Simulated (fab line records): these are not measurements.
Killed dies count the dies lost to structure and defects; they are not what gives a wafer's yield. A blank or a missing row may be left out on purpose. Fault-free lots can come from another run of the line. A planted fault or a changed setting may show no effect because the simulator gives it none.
A sampling plan put to the test || flow nand harc || one line in one fab, 40 faults in these records, each fault weighed on the records of the lots it struck
Plan = the line's own looks (route steps where a gauge or an inspection reads the wafer without altering it). Where struck wafers have a number at a look and the file lists that look's usual mean and standard deviation on fault-free wafers, the look can be judged. Caught: 4 or more of those standard deviations (sigma) separate the usual mean from the mean of the struck wafers at a look after the fault's first step. On the tool: the same test on the tool's own readings at the fault's steps. Also counted as caught: the struck wafers showing another recipe, or a record that is empty for them alone.

## THE FAULTS, as the simulator had put them in
1. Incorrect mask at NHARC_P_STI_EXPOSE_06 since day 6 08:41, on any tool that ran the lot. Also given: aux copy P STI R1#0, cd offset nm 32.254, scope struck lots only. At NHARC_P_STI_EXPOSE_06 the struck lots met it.
2. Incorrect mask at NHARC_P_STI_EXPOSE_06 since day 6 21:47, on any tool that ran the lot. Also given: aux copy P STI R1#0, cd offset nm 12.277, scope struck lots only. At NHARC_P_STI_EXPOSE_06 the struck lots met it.
3. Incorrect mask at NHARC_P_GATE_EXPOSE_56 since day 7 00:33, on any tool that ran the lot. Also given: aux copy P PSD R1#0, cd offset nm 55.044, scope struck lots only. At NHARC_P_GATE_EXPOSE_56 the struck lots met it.
4. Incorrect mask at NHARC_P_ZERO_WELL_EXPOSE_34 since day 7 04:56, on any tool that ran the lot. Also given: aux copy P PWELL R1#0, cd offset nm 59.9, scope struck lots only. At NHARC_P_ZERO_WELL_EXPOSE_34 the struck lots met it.
5. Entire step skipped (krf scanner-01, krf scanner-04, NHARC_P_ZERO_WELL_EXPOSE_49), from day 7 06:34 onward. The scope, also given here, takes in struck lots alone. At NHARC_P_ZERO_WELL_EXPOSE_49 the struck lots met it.
6. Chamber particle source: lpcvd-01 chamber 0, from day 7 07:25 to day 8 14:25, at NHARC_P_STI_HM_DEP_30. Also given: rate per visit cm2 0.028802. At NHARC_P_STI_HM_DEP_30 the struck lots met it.
7. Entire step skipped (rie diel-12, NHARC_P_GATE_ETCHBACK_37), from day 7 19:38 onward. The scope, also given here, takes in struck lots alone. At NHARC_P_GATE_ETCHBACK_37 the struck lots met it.
8. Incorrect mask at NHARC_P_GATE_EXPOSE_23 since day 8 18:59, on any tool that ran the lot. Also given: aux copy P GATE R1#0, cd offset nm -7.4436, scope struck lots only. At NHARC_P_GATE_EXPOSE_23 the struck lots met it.
9. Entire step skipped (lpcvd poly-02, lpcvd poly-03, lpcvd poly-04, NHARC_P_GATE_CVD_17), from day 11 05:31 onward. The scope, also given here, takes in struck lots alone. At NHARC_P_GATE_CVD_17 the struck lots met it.
10. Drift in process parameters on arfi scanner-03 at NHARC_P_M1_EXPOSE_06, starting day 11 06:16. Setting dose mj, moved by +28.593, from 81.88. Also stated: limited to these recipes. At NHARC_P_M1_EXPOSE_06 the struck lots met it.
11. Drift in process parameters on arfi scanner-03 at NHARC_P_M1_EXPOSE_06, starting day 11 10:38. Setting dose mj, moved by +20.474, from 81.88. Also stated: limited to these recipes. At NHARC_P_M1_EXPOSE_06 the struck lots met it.
12. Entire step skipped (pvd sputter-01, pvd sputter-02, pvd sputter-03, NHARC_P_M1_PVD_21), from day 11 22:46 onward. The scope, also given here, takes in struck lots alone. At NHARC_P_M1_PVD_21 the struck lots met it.
13. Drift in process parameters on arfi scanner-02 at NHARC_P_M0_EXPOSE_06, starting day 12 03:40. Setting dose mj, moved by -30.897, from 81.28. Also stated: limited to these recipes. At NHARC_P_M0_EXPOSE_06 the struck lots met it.
14. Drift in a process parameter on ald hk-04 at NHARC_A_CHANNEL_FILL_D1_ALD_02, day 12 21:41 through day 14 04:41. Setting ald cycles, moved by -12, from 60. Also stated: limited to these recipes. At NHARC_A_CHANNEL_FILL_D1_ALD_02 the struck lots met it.
15. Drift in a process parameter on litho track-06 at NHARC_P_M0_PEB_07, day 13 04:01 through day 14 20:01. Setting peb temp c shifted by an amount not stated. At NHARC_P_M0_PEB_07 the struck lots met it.
16. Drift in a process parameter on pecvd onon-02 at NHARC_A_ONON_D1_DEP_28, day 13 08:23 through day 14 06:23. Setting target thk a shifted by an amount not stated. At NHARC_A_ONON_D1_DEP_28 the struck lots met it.
17. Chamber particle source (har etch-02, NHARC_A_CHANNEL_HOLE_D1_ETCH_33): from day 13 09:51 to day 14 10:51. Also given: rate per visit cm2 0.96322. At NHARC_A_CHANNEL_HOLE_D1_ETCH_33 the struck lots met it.
18. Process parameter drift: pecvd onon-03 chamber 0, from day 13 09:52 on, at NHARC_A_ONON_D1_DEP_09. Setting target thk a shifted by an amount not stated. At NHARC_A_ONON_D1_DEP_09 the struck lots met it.
19. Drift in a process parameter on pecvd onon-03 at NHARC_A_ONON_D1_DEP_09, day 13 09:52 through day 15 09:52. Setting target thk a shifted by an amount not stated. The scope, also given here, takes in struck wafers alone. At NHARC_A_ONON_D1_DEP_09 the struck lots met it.
20. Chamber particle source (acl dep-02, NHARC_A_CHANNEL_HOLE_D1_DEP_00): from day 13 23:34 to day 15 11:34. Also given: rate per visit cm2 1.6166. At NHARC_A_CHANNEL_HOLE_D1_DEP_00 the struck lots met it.
21. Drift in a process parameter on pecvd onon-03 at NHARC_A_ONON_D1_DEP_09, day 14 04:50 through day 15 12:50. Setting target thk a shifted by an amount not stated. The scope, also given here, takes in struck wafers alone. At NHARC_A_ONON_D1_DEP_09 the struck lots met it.
22. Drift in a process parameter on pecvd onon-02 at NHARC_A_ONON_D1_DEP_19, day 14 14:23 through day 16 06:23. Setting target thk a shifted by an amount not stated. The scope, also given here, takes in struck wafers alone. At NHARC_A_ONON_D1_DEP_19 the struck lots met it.
23. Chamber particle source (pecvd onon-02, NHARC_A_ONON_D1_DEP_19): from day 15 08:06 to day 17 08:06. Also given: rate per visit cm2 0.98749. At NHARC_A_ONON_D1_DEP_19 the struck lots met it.
24. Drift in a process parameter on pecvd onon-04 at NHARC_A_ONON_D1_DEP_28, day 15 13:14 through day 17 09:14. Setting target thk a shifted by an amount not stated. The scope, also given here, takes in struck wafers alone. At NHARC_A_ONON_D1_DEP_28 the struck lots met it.
25. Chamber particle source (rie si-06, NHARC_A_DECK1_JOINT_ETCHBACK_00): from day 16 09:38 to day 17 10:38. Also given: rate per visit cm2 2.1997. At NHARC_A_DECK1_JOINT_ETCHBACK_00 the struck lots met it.
26. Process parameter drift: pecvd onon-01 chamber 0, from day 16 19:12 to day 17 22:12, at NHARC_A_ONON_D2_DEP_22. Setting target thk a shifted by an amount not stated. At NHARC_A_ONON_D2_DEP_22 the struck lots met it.
27. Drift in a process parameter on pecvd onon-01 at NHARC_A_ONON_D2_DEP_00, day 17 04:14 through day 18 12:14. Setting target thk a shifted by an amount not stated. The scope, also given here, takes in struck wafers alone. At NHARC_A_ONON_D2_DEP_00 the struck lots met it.
28. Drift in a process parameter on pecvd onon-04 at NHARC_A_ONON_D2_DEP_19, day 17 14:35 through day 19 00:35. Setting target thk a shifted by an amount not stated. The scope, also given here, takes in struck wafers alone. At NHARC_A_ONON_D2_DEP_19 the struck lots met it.
29. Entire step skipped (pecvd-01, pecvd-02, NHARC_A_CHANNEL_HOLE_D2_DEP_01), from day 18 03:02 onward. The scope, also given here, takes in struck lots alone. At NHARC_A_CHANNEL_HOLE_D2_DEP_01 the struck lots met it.
30. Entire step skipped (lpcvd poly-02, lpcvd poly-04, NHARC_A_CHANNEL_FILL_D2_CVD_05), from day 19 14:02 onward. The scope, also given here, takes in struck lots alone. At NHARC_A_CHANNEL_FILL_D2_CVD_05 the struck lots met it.
31. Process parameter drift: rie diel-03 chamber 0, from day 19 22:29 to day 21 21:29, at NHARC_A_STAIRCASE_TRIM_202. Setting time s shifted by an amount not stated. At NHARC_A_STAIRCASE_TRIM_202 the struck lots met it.
32. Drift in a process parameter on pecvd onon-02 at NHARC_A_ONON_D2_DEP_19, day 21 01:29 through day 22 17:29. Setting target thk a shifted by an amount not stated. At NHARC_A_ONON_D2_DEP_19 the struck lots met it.
33. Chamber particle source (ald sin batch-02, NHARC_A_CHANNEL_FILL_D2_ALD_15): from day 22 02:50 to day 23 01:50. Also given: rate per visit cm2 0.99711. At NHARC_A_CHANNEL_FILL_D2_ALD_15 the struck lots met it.
34. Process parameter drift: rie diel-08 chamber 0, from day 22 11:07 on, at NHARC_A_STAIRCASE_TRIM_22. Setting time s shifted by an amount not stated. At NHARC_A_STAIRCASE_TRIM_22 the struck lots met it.
35. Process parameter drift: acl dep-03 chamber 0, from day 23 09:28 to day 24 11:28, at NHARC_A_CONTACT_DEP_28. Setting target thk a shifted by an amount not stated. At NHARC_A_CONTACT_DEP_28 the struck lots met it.
36. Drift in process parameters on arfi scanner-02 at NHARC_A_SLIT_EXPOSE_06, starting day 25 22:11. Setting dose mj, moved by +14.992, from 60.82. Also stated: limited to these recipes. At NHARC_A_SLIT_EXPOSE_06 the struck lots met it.
37. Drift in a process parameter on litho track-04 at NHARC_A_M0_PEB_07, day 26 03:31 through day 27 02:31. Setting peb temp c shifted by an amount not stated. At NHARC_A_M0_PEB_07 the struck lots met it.
38. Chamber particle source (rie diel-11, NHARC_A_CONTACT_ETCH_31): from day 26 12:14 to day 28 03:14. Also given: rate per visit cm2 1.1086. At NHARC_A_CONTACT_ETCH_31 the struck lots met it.
39. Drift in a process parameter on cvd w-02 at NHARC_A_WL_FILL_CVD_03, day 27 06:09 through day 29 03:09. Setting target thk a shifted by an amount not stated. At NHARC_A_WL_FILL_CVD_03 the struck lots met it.
40. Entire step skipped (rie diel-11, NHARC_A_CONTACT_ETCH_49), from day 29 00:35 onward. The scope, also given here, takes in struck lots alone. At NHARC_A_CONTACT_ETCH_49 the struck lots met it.

## WHAT THE PLAN SAW
{"fault": 1, "on the tool itself": "under 2 sigma", "first look that catches it": "NHARC_P_STI_CD_MEAS_09", "reading, sigma": "cd nm +18", "median hours from its first step to that look": 0.2, "hours from the fault's start to the first struck lot there": 7, "judged looks passed uncaught": 0}
{"fault": 2, "on the tool itself": "under 2 sigma", "first look that catches it": "NHARC_P_STI_CD_MEAS_09", "reading, sigma": "cd nm +8.7", "median hours from its first step to that look": 0.2, "hours from the fault's start to the first struck lot there": 7, "judged looks passed uncaught": 0}
{"fault": 3, "on the tool itself": "no reading that can be judged", "first look that catches it": "NHARC_P_GATE_CD_MEAS_59", "reading, sigma": "cd nm +42", "median hours from its first step to that look": 0.2, "hours from the fault's start to the first struck lot there": 0, "judged looks passed uncaught": 0}
{"fault": 4, "on the tool itself": "under 2 sigma", "first look that catches it": "NHARC_P_ZERO_WELL_CD_MEAS_37", "reading, sigma": "cd nm +42", "median hours from its first step to that look": 0.2, "hours from the fault's start to the first struck lot there": 5, "judged looks passed uncaught": 0}
{"fault": 5, "on the tool itself": "no reading that can be judged", "first look that catches it": "NHARC_P_ZERO_WELL_INSPECT_43", "reading, sigma": "raw defect count +99 or beyond", "median hours from its first step to that look": 2.0, "hours from the fault's start to the first struck lot there": 7, "judged looks passed uncaught": 0}
{"fault": 6, "on the tool itself": "under 2 sigma", "first look that catches it": "NHARC_P_STI_INSPECT_11", "reading, sigma": "raw defect count +6.5", "median hours from its first step to that look": 4.2, "hours from the fault's start to the first struck lot there": 11, "judged looks passed uncaught": 0}
{"fault": 7, "on the tool itself": "the tool's record is blank for the struck wafers", "first look that catches it": "NHARC_END_SORT_01", "reading, sigma": "killed at periphery +99 or beyond", "median hours from its first step to that look": 447.3, "hours from the fault's start to the first struck lot there": 442, "judged looks passed uncaught": 0}
{"fault": 8, "on the tool itself": "under 2 sigma", "first look that catches it": "NHARC_P_GATE_CD_MEAS_26", "reading, sigma": "cd nm -15", "median hours from its first step to that look": 0.1, "hours from the fault's start to the first struck lot there": 2, "judged looks passed uncaught": 0}
{"fault": 9, "on the tool itself": "the tool's record is blank for the struck wafers", "first look that catches it": "NHARC_END_SORT_01", "reading, sigma": "killed at periphery +99 or beyond", "median hours from its first step to that look": 484.7, "hours from the fault's start to the first struck lot there": 483, "judged looks passed uncaught": 0}
{"fault": 10, "on the tool itself": "exposure dose mJ cm2 +99 or beyond sigma", "first look that catches it": "NHARC_P_M1_CD_MEAS_09", "reading, sigma": "cd nm +28", "median hours from its first step to that look": 0.1, "hours from the fault's start to the first struck lot there": 2, "judged looks passed uncaught": 0}
{"fault": 11, "on the tool itself": "exposure dose mJ cm2 +99 or beyond sigma", "first look that catches it": "NHARC_P_M1_CD_MEAS_09", "reading, sigma": "cd nm +20", "median hours from its first step to that look": 0.1, "hours from the fault's start to the first struck lot there": 2, "judged looks passed uncaught": 0}
{"fault": 12, "on the tool itself": "the tool's record is blank for the struck wafers", "first look that catches it": "NHARC_END_SORT_01", "reading, sigma": "killed at periphery +99 or beyond", "median hours from its first step to that look": 437.8, "hours from the fault's start to the first struck lot there": 439, "judged looks passed uncaught": 0}
{"fault": 13, "on the tool itself": "exposure dose mJ cm2 -99 or beyond sigma", "first look that catches it": "NHARC_P_M0_CD_MEAS_09", "reading, sigma": "cd nm -58", "median hours from its first step to that look": 0.1, "hours from the fault's start to the first struck lot there": 19, "judged looks passed uncaught": 0}
{"fault": 14, "on the tool itself": "under 2 sigma", "first look that catches it": "not the one look that can be judged after it", "reading, sigma": "strongest: VT_DECK1_TOP at NHARC_END_WLT_00, -3.3", "median hours from its first step to that look": "-", "hours from the fault's start to the first struck lot there": "-", "judged looks passed uncaught": 1}
{"fault": 15, "on the tool itself": "plate temp C +18 sigma", "first look that catches it": "NHARC_P_M0_CD_MEAS_09", "reading, sigma": "cd nm +17", "median hours from its first step to that look": 0.1, "hours from the fault's start to the first struck lot there": 5, "judged looks passed uncaught": 0}
{"fault": 16, "on the tool itself": "under 2 sigma", "first look that catches it": "NHARC_A_ONON_D1_THK_MEAS_30", "reading, sigma": "thk nm -35", "median hours from its first step to that look": 0.4, "hours from the fault's start to the first struck lot there": 4, "judged looks passed uncaught": 0}
{"fault": 17, "on the tool itself": "under 2 sigma", "first look that catches it": "NHARC_A_CHANNEL_HOLE_D1_INSPECT_40", "reading, sigma": "raw defect count +25", "median hours from its first step to that look": 2.2, "hours from the fault's start to the first struck lot there": 7, "judged looks passed uncaught": 0}
{"fault": 18, "on the tool itself": "no reading that can be judged", "first look that catches it": "NHARC_A_ONON_D1_THK_MEAS_11", "reading, sigma": "thk nm +47", "median hours from its first step to that look": 0.4, "hours from the fault's start to the first struck lot there": 30, "judged looks passed uncaught": 0}
{"fault": 19, "on the tool itself": "under 2 sigma", "first look that catches it": "NHARC_A_ONON_D1_THK_MEAS_11", "reading, sigma": "thk nm -33", "median hours from its first step to that look": 0.4, "hours from the fault's start to the first struck lot there": 9, "judged looks passed uncaught": 0}
{"fault": 20, "on the tool itself": "under 2 sigma", "first look that catches it": "NHARC_A_CHANNEL_HOLE_D1_INSPECT_12", "reading, sigma": "raw defect count +99 or beyond", "median hours from its first step to that look": 2.4, "hours from the fault's start to the first struck lot there": 13, "judged looks passed uncaught": 0}
{"fault": 21, "on the tool itself": "under 2 sigma", "first look that catches it": "NHARC_A_ONON_D1_THK_MEAS_11", "reading, sigma": "thk nm +43", "median hours from its first step to that look": 0.3, "hours from the fault's start to the first struck lot there": 11, "judged looks passed uncaught": 0}
{"fault": 22, "on the tool itself": "under 2 sigma", "first look that catches it": "NHARC_A_ONON_D1_THK_MEAS_21", "reading, sigma": "thk nm -29", "median hours from its first step to that look": 0.4, "hours from the fault's start to the first struck lot there": 11, "judged looks passed uncaught": 0}
{"fault": 23, "on the tool itself": "no reading that can be judged", "first look that catches it": "none of the 2 looks that can be judged after it", "reading, sigma": "strongest: killed at array at NHARC_END_SORT_01, +3.9", "median hours from its first step to that look": "-", "hours from the fault's start to the first struck lot there": "-", "judged looks passed uncaught": 2}
{"fault": 24, "on the tool itself": "no reading that can be judged", "first look that catches it": "NHARC_A_ONON_D1_THK_MEAS_30", "reading, sigma": "thk nm +94", "median hours from its first step to that look": 0.5, "hours from the fault's start to the first struck lot there": 11, "judged looks passed uncaught": 0}
{"fault": 25, "on the tool itself": "under 2 sigma", "first look that catches it": "NHARC_END_SORT_01", "reading, sigma": "killed at array +4.7", "median hours from its first step to that look": 322.8, "hours from the fault's start to the first struck lot there": 331, "judged looks passed uncaught": 0}
{"fault": 26, "on the tool itself": "under 2 sigma", "first look that catches it": "NHARC_A_ONON_D2_THK_MEAS_24", "reading, sigma": "thk nm -34", "median hours from its first step to that look": 0.4, "hours from the fault's start to the first struck lot there": 17, "judged looks passed uncaught": 0}
{"fault": 27, "on the tool itself": "under 2 sigma", "first look that catches it": "NHARC_A_ONON_D2_THK_MEAS_02", "reading, sigma": "thk nm +62", "median hours from its first step to that look": 0.4, "hours from the fault's start to the first struck lot there": 4, "judged looks passed uncaught": 0}
{"fault": 28, "on the tool itself": "no reading that can be judged", "first look that catches it": "NHARC_A_ONON_D2_THK_MEAS_21", "reading, sigma": "thk nm +61", "median hours from its first step to that look": 0.4, "hours from the fault's start to the first struck lot there": 26, "judged looks passed uncaught": 0}
{"fault": 29, "on the tool itself": "the tool's record is blank for the struck wafers", "first look that catches it": "NHARC_END_SORT_01", "reading, sigma": "killed at array +32", "median hours from its first step to that look": 281.2, "hours from the fault's start to the first struck lot there": 290, "judged looks passed uncaught": 0}
{"fault": 30, "on the tool itself": "the tool's record is blank for the struck wafers", "first look that catches it": "NHARC_END_WLT_00", "reading, sigma": "VT_DECK1_TOP +99 or beyond", "median hours from its first step to that look": 238.6, "hours from the fault's start to the first struck lot there": 249, "judged looks passed uncaught": 0}
{"fault": 31, "on the tool itself": "run length s +99 or beyond sigma", "first look that catches it": "NHARC_END_SORT_01", "reading, sigma": "killed dies +32", "median hours from its first step to that look": 222.9, "hours from the fault's start to the first struck lot there": 230, "judged looks passed uncaught": 0}
{"fault": 32, "on the tool itself": "no reading that can be judged", "first look that catches it": "NHARC_A_ONON_D2_THK_MEAS_21", "reading, sigma": "thk nm -28", "median hours from its first step to that look": 0.4, "hours from the fault's start to the first struck lot there": 8, "judged looks passed uncaught": 0}
{"fault": 33, "on the tool itself": "under 2 sigma", "first look that catches it": "none of the 2 looks that can be judged after it", "reading, sigma": "strongest: killed at array at NHARC_END_SORT_01, +3.1", "median hours from its first step to that look": "-", "hours from the fault's start to the first struck lot there": "-", "judged looks passed uncaught": 2}
{"fault": 34, "on the tool itself": "run length s +99 or beyond sigma", "first look that catches it": "NHARC_END_SORT_01", "reading, sigma": "killed at array +31", "median hours from its first step to that look": 221.6, "hours from the fault's start to the first struck lot there": 222, "judged looks passed uncaught": 0}
{"fault": 35, "on the tool itself": "under 2 sigma", "first look that catches it": "NHARC_END_SORT_01", "reading, sigma": "killed at array +32", "median hours from its first step to that look": 74.2, "hours from the fault's start to the first struck lot there": 68, "judged looks passed uncaught": 0}
{"fault": 36, "on the tool itself": "exposure dose mJ cm2 +99 or beyond sigma", "first look that catches it": "NHARC_A_SLIT_CD_MEAS_09", "reading, sigma": "cd nm +23", "median hours from its first step to that look": 0.1, "hours from the fault's start to the first struck lot there": 19, "judged looks passed uncaught": 0}
{"fault": 37, "on the tool itself": "plate temp C +4.9 sigma", "first look that catches it": "none of the 2 looks that can be judged after it", "reading, sigma": "strongest: cd nm at NHARC_A_M0_CD_MEAS_09, +3.8", "median hours from its first step to that look": "-", "hours from the fault's start to the first struck lot there": "-", "judged looks passed uncaught": 2}
{"fault": 38, "on the tool itself": "under 2 sigma", "first look that catches it": "NHARC_END_SORT_01", "reading, sigma": "killed at array +4.3", "median hours from its first step to that look": 56.6, "hours from the fault's start to the first struck lot there": 69, "judged looks passed uncaught": 0}
{"fault": 39, "on the tool itself": "under 2 sigma", "first look that catches it": "NHARC_END_SORT_01", "reading, sigma": "killed dies +28", "median hours from its first step to that look": 104.3, "hours from the fault's start to the first struck lot there": 132, "judged looks passed uncaught": 0}
{"fault": 40, "on the tool itself": "the tool's record is blank for the struck wafers", "first look that catches it": "NHARC_END_SORT_01", "reading, sigma": "killed dies +32", "median hours from its first step to that look": 79.2, "hours from the fault's start to the first struck lot there": 90, "judged looks passed uncaught": 0}
A dash: the fault isn't caught, or these records don't give the number.

Caught at a look: 36 of 40. Caught on the tool: 14 of 40. By one or the other: 37 of 40.
Caught on the tool alone: fault 37.
Caught at a look alone: faults 1, 2, 3, 4, 5, 6, 8, 16, 17, 18, 19, 20, 21, 22, 24, 25, 26, 27, 28, 32, 35, 38, 39.
Caught by neither: faults 14, 23, 33.

## THINNER SAMPLING
If the look that catches a fault measured only every second or every third lot, by lot number, the first struck lot would be measured this late in the worst case:
{"fault": 1, "struck lots at that look, in order of time": "L185", "every lot": "7 h", "every second lot": "may miss it", "every third lot": "may miss it"}
{"fault": 2, "struck lots at that look, in order of time": "L454", "every lot": "7 h", "every second lot": "may miss it", "every third lot": "may miss it"}
{"fault": 3, "struck lots at that look, in order of time": "L309", "every lot": "0 h", "every second lot": "may miss it", "every third lot": "may miss it"}
{"fault": 4, "struck lots at that look, in order of time": "L350", "every lot": "5 h", "every second lot": "may miss it", "every third lot": "may miss it"}
{"fault": 5, "struck lots at that look, in order of time": "L134, L135, L136", "every lot": "7 h", "every second lot": "17 h", "every third lot": "27 h"}
{"fault": 6, "struck lots at that look, in order of time": "L768", "every lot": "11 h", "every second lot": "may miss it", "every third lot": "may miss it"}
{"fault": 7, "struck lots at that look, in order of time": "L694, L695", "every lot": "442 h", "every second lot": "482 h", "every third lot": "may miss all 2"}
{"fault": 8, "struck lots at that look, in order of time": "L737", "every lot": "2 h", "every second lot": "may miss it", "every third lot": "may miss it"}
{"fault": 9, "struck lots at that look, in order of time": "L929, L928, L930", "every lot": "483 h", "every second lot": "491 h", "every third lot": "517 h"}
{"fault": 10, "struck lots at that look, in order of time": "L995, L996, L997, L999", "every lot": "2 h", "every second lot": "7 h", "every third lot": "23 h"}
{"fault": 11, "struck lots at that look, in order of time": "L226, L227, L229, L232", "every lot": "2 h", "every second lot": "19 h", "every third lot": "may miss all 4"}
{"fault": 12, "struck lots at that look, in order of time": "L477, L476, L478", "every lot": "439 h", "every second lot": "445 h", "every third lot": "474 h"}
{"fault": 13, "struck lots at that look, in order of time": "L795, L796", "every lot": "19 h", "every second lot": "21 h", "every third lot": "may miss all 2"}
{"fault": 15, "struck lots at that look, in order of time": "L121, L122", "every lot": "5 h", "every second lot": "17 h", "every third lot": "may miss all 2"}
{"fault": 16, "struck lots at that look, in order of time": "L995, L996", "every lot": "4 h", "every second lot": "22 h", "every third lot": "may miss all 2"}
{"fault": 17, "struck lots at that look, in order of time": "L124, L126", "every lot": "7 h", "every second lot": "may miss all 2", "every third lot": "may miss all 2"}
{"fault": 18, "struck lots at that look, in order of time": "L560, L561", "every lot": "30 h", "every second lot": "43 h", "every third lot": "may miss all 2"}
{"fault": 19, "struck lots at that look, in order of time": "L409, L411, L412", "every lot": "9 h", "every second lot": "43 h", "every third lot": "may miss all 3"}
{"fault": 20, "struck lots at that look, in order of time": "L432, L434", "every lot": "13 h", "every second lot": "may miss all 2", "every third lot": "may miss all 2"}
{"fault": 21, "struck lots at that look, in order of time": "L497", "every lot": "11 h", "every second lot": "may miss it", "every third lot": "may miss it"}
{"fault": 22, "struck lots at that look, in order of time": "L303, L304", "every lot": "11 h", "every second lot": "26 h", "every third lot": "may miss all 2"}
{"fault": 24, "struck lots at that look, in order of time": "L168, L170", "every lot": "11 h", "every second lot": "may miss all 2", "every third lot": "may miss all 2"}
{"fault": 25, "struck lots at that look, in order of time": "L595, L596", "every lot": "331 h", "every second lot": "338 h", "every third lot": "may miss all 2"}
{"fault": 26, "struck lots at that look, in order of time": "L436, L438", "every lot": "17 h", "every second lot": "may miss all 2", "every third lot": "may miss all 2"}
{"fault": 27, "struck lots at that look, in order of time": "L510, L511", "every lot": "4 h", "every second lot": "11 h", "every third lot": "may miss all 2"}
{"fault": 28, "struck lots at that look, in order of time": "L792", "every lot": "26 h", "every second lot": "may miss it", "every third lot": "may miss it"}
{"fault": 29, "struck lots at that look, in order of time": "L144, L146", "every lot": "290 h", "every second lot": "may miss all 2", "every third lot": "may miss all 2"}
{"fault": 30, "struck lots at that look, in order of time": "L335, L337, L336", "every lot": "249 h", "every second lot": "259 h", "every third lot": "259 h"}
{"fault": 31, "struck lots at that look, in order of time": "L809, L808", "every lot": "230 h", "every second lot": "249 h", "every third lot": "may miss all 2"}
{"fault": 32, "struck lots at that look, in order of time": "L222, L224", "every lot": "8 h", "every second lot": "may miss all 2", "every third lot": "may miss all 2"}
{"fault": 34, "struck lots at that look, in order of time": "L790", "every lot": "222 h", "every second lot": "may miss it", "every third lot": "may miss it"}
{"fault": 35, "struck lots at that look, in order of time": "L465, L464", "every lot": "68 h", "every second lot": "80 h", "every third lot": "may miss all 2"}
{"fault": 36, "struck lots at that look, in order of time": "L323, L326", "every lot": "19 h", "every second lot": "72 h", "every third lot": "may miss all 2"}
{"fault": 38, "struck lots at that look, in order of time": "L822, L824, L825", "every lot": "69 h", "every second lot": "89 h", "every third lot": "may miss all 3"}
{"fault": 39, "struck lots at that look, in order of time": "L850, L851", "every lot": "132 h", "every second lot": "135 h", "every third lot": "may miss all 2"}
{"fault": 40, "struck lots at that look, in order of time": "L831, L832", "every lot": "90 h", "every second lot": "92 h", "every third lot": "may miss all 2"}
The hour figures run from when the fault began to the first measured lot among those it struck. Since the struck wafers were tested as one group against 4 sigma, a single lot by itself may lie under the limit. Other struck lots may not be in these records.

## THE LONGEST TIMED WAY FROM STEP TO LOOK
Fault 9: median gap of 484.7 hours between NHARC_P_GATE_CVD_17 and NHARC_END_SORT_01. No look between them can be judged.
